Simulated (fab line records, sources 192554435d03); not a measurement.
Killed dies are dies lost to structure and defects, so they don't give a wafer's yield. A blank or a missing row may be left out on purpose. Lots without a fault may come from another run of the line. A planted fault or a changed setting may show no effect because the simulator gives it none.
Which tool did it? | flow n5_finfet | 8 lots, 24 wafers sampled, at 9 steps of a route of 1938

WHAT THE GAUGES READ, wafer by wafer
N5_PMOS_HMC_CHANNEL_EPI_CD_MEAS_09: target cd 237.4 nm. Usual: cd_nm 237.2 nm, standard deviation 1.1.
lot  | measured    | on        | cd_nm (nm)        | flag
L931 | day 2 17:30 | cd_sem-02 | 238.5 238.3 239.1 |
L932 | day 2 23:29 | cd_sem-01 | 237.7 237.4 239.4 |
L933 | day 3 07:30 | cd_sem-02 | 237.0 238.2 236.6 |
L940 | day 5 00:41 | cd_sem-01 | 235.2 236.3 236.4 |
L941 | day 5 06:39 | cd_sem-02 | 236.2 236.8 238.2 |
L943 | day 5 19:06 | cd_sem-03 | 235.4 237.5 236.8 |
L945 | day 6 06:11 | cd_sem-02 | 234.9 236.4 235.6 |
L949 | day 7 06:11 | cd_sem-02 | 239.2 238.8 239.4 |

N5_PMOS_HMC_CHANNEL_EPI_INSPECT_30: inspects for defects (darkfield). Usual: raw_defect_count 20, standard deviation 5.9.
lot  | measured    | on                | raw_defect_count | flag
L931 | day 2 20:25 | defect_inspect-02 | 25 19 15         |
L932 | day 3 02:27 | defect_inspect-02 | 20 16 26         |
L933 | day 3 10:47 | defect_inspect-02 | 18 20 19         |
L940 | day 5 04:45 | defect_inspect-02 | 823 756 858      | OFF
L941 | day 5 10:35 | defect_inspect-01 | 706 804 794      | OFF
L943 | day 5 22:37 | defect_inspect-02 | 17 16 12         |
L945 | day 6 09:00 | defect_inspect-01 | 28 23 26         |
L949 | day 7 09:38 | defect_inspect-02 | 12 32 27         |

N5_FIN_SAQP_INSPECT_18: inspects for defects (brightfield). Usual: raw_defect_count 396, standard deviation 110.
lot  | measured    | on                | raw_defect_count | flag
L931 | day 2 23:12 | defect_inspect-02 | 344 449 325      |
L932 | day 3 03:57 | defect_inspect-02 | 454 505 482      |
L933 | day 3 15:50 | defect_inspect-02 | 434 473 403      |
L940 | day 5 06:05 | defect_inspect-01 | 1123 942 1163    | OFF
L941 | day 5 12:00 | defect_inspect-01 | 926 1078 991     | OFF
L943 | day 5 23:58 | defect_inspect-02 | 396 446 530      |
L945 | day 6 10:28 | defect_inspect-01 | 275 414 370      |
L949 | day 7 10:53 | defect_inspect-01 | 349 352 317      |

N5_FIN_SAQP_INSPECT_40: inspects for defects (brightfield). Usual: raw_defect_count 226, standard deviation 65.
lot  | measured    | on                | raw_defect_count | flag
L931 | day 3 03:49 | defect_inspect-02 | 186 244 188      |
L932 | day 3 09:25 | defect_inspect-02 | 234 217 216      |
L933 | day 3 20:06 | defect_inspect-02 | 162 140 150      |
L940 | day 5 10:22 | defect_inspect-02 | 1118 916 1152    | OFF
L941 | day 5 16:20 | defect_inspect-02 | 816 893 917      | OFF
L943 | day 6 05:04 | defect_inspect-02 | 274 299 228      |
L945 | day 6 14:56 | defect_inspect-02 | 195 242 265      |
L949 | day 7 17:21 | defect_inspect-02 | 131 169 290      |

N5_FIN_CUT_INSPECT_10: inspects for defects (brightfield). Usual: raw_defect_count 42, standard deviation 12.
lot  | measured    | on                | raw_defect_count | flag
L931 | day 3 04:12 | defect_inspect-02 | 31 50 39         |
L932 | day 3 09:56 | defect_inspect-02 | 52 36 61         |
L933 | day 3 20:37 | defect_inspect-02 | 31 24 32         |
L940 | day 5 10:53 | defect_inspect-02 | 836 767 894      | OFF
L941 | day 5 16:51 | defect_inspect-01 | 724 798 806      | OFF
L943 | day 6 05:35 | defect_inspect-02 | 37 56 56         |
L945 | day 6 15:28 | defect_inspect-01 | 47 39 40         |
L949 | day 7 17:46 | defect_inspect-01 | 28 38 42         |

N5_BEOL_M4_RC_MEAS_101. Usual: DIBL_N 36.1 mV/V, standard deviation 1.6; DIBL_P 36.6 mV/V, standard deviation 1.9; IOFF_N 0.160 nA/um, standard deviation 0.026; IOFF_P 0.210 nA/um, standard deviation 0.028; ION_N 677 uA/um, standard deviation 10; ION_P 464 uA/um, standard deviation 6.9; SS_N 71.4 mV/dec, standard deviation 0.56; SS_P 73.3 mV/dec, standard deviation 0.61; VT_N 249.1 mV, standard deviation 2.6; VT_P -250 mV, standard deviation 3.3.
lot  | measured     | on        | DIBL_N (mV/V)  | DIBL_P (mV/V)  | IOFF_N (nA/um)    | IOFF_P (nA/um)    | ION_N (uA/um) | ION_P (uA/um) | SS_N (mV/dec)  | SS_P (mV/dec)  | VT_N (mV)         | VT_P (mV)      | flag
L931 | day 9 15:33  | prober-02 | 35.6 34.9 33.4 | 36.2 35.3 33.9 | 0.157 0.144 0.128 | 0.204 0.190 0.175 | 668 678 662   | 458 466 460   | 71.2 70.7 71.4 | 73.5 73.0 72.2 | 250.6 251.0 250.9 | -252 -250 -254 |
L932 | day 9 20:05  | prober-02 | 36.4 36.0 35.3 | 37.0 36.6 35.7 | 0.143 0.149 0.133 | 0.221 0.216 0.206 | 673 683 667   | 474 469 469   | 71.0 70.9 70.8 | 73.9 72.8 72.8 | 252.4 248.6 250.6 | -248 -252 -251 |
L933 | day 9 23:47  | prober-01 | 38.0 37.6 38.1 | 38.7 38.7 38.3 | 0.172 0.176 0.159 | 0.209 0.210 0.192 | 681 683 679   | 461 456 459   | 71.2 71.5 71.7 | 73.9 74.3 73.7 | 251.7 246.0 251.9 | -252 -253 -253 |
L940 | day 11 22:25 | prober-01 | 37.1 35.1 37.8 | 38.9 35.9 38.4 | 0.179 0.148 0.194 | 0.216 0.180 0.211 | 680 679 690   | 464 460 462   | 71.5 71.3 71.9 | 74.3 73.1 73.8 | 247.0 249.2 246.3 | -249 -254 -252 |
L941 | day 11 22:29 | prober-02 | 37.6 37.8 37.4 | 37.1 37.5 38.6 | 0.191 0.195 0.199 | 0.259 0.257 0.282 | 674 674 681   | 469 465 483   | 71.7 70.7 71.6 | 73.2 73.8 73.4 | 246.3 244.4 243.6 | -245 -245 -244 |
L943 | day 12 14:04 | prober-02 | 35.7 37.8 38.2 | 37.0 38.9 39.6 | 0.149 0.185 0.199 | 0.207 0.232 0.245 | 682 696 685   | 465 469 464   | 71.2 72.4 72.2 | 73.2 73.8 73.9 | 250.4 248.4 245.7 | -249 -251 -247 |
L945 | day 13 00:31 | prober-01 | 34.1 37.0 34.3 | 34.9 38.8 35.9 | 0.142 0.183 0.139 | 0.167 0.216 0.183 | 681 687 666   | 456 460 457   | 71.6 72.4 71.3 | 73.3 74.0 73.6 | 250.8 250.0 252.7 | -255 -251 -254 |
L949 | day 13 07:43 | prober-02 | 35.4 34.4 36.7 | 33.3 33.6 35.4 | 0.125 0.127 0.148 | 0.197 0.199 0.233 | 661 671 662   | 459 469 463   | 71.2 70.7 71.7 | 73.2 73.0 73.4 | 252.5 251.0 249.6 | -250 -249 -249 |

WHICH TOOL RAN EACH LOT (tool, then ch and the chambers of the sampled wafers, then the start)
lot  | N5_PMOS_HMC_CHANNEL_EPI_ETCH_38 | N5_PMOS_HMC_CHANNEL_EPI_EPI_26 | N5_FIN_SAQP_HM_DEP_03
L931 | rie_si-05 ch 0,1,3, day 2 18:01 | epi_rpcvd-01 ch 0, day 2 20:09 | pecvd-03 ch 0,1, day 2 22:20
L932 | rie_si-03 ch 0,3, day 3 00:04   | epi_rpcvd-02 ch 0, day 3 01:59 | pecvd-03 ch 1,2, day 3 03:07
L933 | rie_si-02 ch 0,2,3, day 3 08:05 | epi_rpcvd-02 ch 0, day 3 10:25 | pecvd-02 ch 0,2, day 3 15:07
L940 | rie_si-02 ch 2,3, day 5 02:26   | epi_rpcvd-02 ch 0, day 5 04:31 | pecvd-02 ch 0,1,2, day 5 05:23
L941 | rie_si-05 ch 1,3, day 5 08:09   | epi_rpcvd-02 ch 0, day 5 10:06 | pecvd-02 ch 0,1, day 5 11:10
L943 | rie_si-03 ch 0,2,3, day 5 19:51 | epi_rpcvd-01 ch 0, day 5 22:18 | pecvd-03 ch 0,2, day 5 23:15
L945 | rie_si-05 ch 0,2,3, day 6 06:42 | epi_rpcvd-01 ch 0, day 6 08:38 | pecvd-02 ch 0,1,2, day 6 09:45
L949 | rie_si-03 ch 1,2,3, day 7 06:46 | epi_rpcvd-01 ch 0, day 7 09:16 | pecvd-03 ch 0,1, day 7 10:10
- N5_PMOS_HMC_CHANNEL_EPI_ETCH_38: etches SiO2 in CF4, target depth 1.5 nm.
- N5_PMOS_HMC_CHANNEL_EPI_EPI_26: deposits Si from SiH4/H2, target thk 3.8 nm, time 22.7 s.
- N5_FIN_SAQP_HM_DEP_03: deposits SiNx from SiH4/NH3/N2, target thk 38 nm, time 33.6 s.

WHAT THE TOOLS THEMSELVES READ (means of the sampled wafers that have a number; where no wafer has one, the mark that the record gives instead)
N5_PMOS_HMC_CHANNEL_EPI_ETCH_38. Usual: cf4_flow_sccm 80.01 sccm, standard deviation 0.2; drypump_motor_current_A 5.8 A, standard deviation 0.48; oes_product_au 1.001 a.u., standard deviation 0.022; throttle_valve_pct 21.76 %, standard deviation 0.18.
lot  | tool      | cf4_flow_sccm (sccm) | drypump_motor_current_A (A) | oes_product_au (a.u.) | throttle_valve_pct (%) | flag
L931 | rie_si-05 | 79.83                | 5.7                         | 0.999                 | 21.83                  |
L932 | rie_si-03 | 79.80                | 5.7                         | 0.997                 | 21.92                  |
L933 | rie_si-02 | 80.00                | 5.8                         | 0.986                 | 21.63                  |
L940 | rie_si-02 | 80.07                | 5.6                         | 0.964                 | 21.56                  |
L941 | rie_si-05 | 80.09                | 5.4                         | 1.007                 | 21.88                  |
L943 | rie_si-03 | 80.32                | 6.1                         | 1.005                 | 21.91                  |
L945 | rie_si-05 | 80.29                | 6.0                         | 1.022                 | 21.71                  |
L949 | rie_si-03 | 79.91                | 5.9                         | 1.006                 | 21.81                  |

N5_PMOS_HMC_CHANNEL_EPI_EPI_26. Usual: chamber_pressure_Torr 20.00 Torr, standard deviation 0.044; susceptor_temp_C 650.0 C, standard deviation 0.32; susceptor_temp_C_max 651.9, standard deviation 0.81; throttle_valve_pct 12.0 %, standard deviation 0.63.
lot  | tool         | chamber_pressure_Torr (Torr) | susceptor_temp_C (C) | susceptor_temp_C_max | throttle_valve_pct (%) | flag
L931 | epi_rpcvd-01 | 20.02                        | 649.7                | 652.2                | 11.1                   |
L932 | epi_rpcvd-02 | 19.99                        | 650.0                | 651.4                | 12.5                   |
L933 | epi_rpcvd-02 | 20.00                        | 650.1                | 651.4                | 12.4                   |
L940 | epi_rpcvd-02 | 19.95                        | 649.9                | 651.2                | 12.5                   |
L941 | epi_rpcvd-02 | 20.00                        | 650.1                | 651.3                | 12.4                   |
L943 | epi_rpcvd-01 | 19.96                        | 649.9                | 652.5                | 11.0                   |
L945 | epi_rpcvd-01 | 19.96                        | 649.9                | 653.0                | 11.1                   |
L949 | epi_rpcvd-01 | 20.03                        | 650.3                | 652.8                | 11.3                   |

N5_FIN_SAQP_HM_DEP_03. Usual: chamber_pressure_Torr 1.500 Torr, standard deviation 0.0039; heater_power_w 760 W, standard deviation 75; showerhead_plenum_p_Torr 5.15 Torr, standard deviation 0.08; susceptor_temp_C 400.00 C, standard deviation 0.22; throttle_valve_pct 39.1 %, standard deviation 1.6.
lot  | tool     | chamber_pressure_Torr (Torr) | heater_power_w (W) | showerhead_plenum_p_Torr (Torr) | susceptor_temp_C (C) | throttle_valve_pct (%) | flag
L931 | pecvd-03 | 1.502                        | 789                | 5.19                            | 399.81               | 39.3                   |
L932 | pecvd-03 | 1.501                        | 751                | 5.09                            | 399.75               | 39.0                   |
L933 | pecvd-02 | 1.500                        | 757                | 5.20                            | 400.23               | 37.6                   |
L940 | pecvd-02 | 1.502                        | 882                | 5.13                            | 399.99               | 39.7                   |
L941 | pecvd-02 | 1.500                        | 762                | 5.06                            | 400.07               | 41.5                   |
L943 | pecvd-03 | 1.500                        | 720                | 5.15                            | 399.89               | 38.4                   |
L945 | pecvd-02 | 1.500                        | 757                | 5.14                            | 400.06               | 39.8                   |
L949 | pecvd-03 | 1.495                        | 736                | 5.13                            | 399.98               | 39.7                   |

THE ANSWER, worked out from the rows above alone
Rule: a lot is off if the mean of its wafers that have a number lies more than 3 standard deviations from the usual mean. A lot without any number at a reading at which 4 lots or more have one is off too. The other lots that the step has rows for count as sound. The gauges are gone through in route order, then the tools' own readings, and for those a lot's mean is taken as printed above. The first step at which some lot is off is used, and at that step the reading that is off furthest; a lot without a number counts as furthest.
Off: L940, L941, at N5_PMOS_HMC_CHANNEL_EPI_INSPECT_30 (raw_defect_count).
A tool fits if, at a process step before that reading, it ran every lot that is off, and no sound lot after the first of them. The gauges at N5_PMOS_HMC_CHANNEL_EPI_INSPECT_30 are tried like those tools. One fits: epi_rpcvd-02 at N5_PMOS_HMC_CHANNEL_EPI_EPI_26. Its last sound lot is L933 (day 3 10:25), its first lot that is off L940 (day 5 04:31): a fault that began between those two fits.

WHAT THE SIMULATOR HAD PUT IN
Chamber particle source: epi_rpcvd-02, from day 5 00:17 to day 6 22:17, at N5_PMOS_HMC_CHANNEL_EPI_EPI_26. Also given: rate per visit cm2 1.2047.
Lots struck among those shown: L940, L941. The rule above found the same.
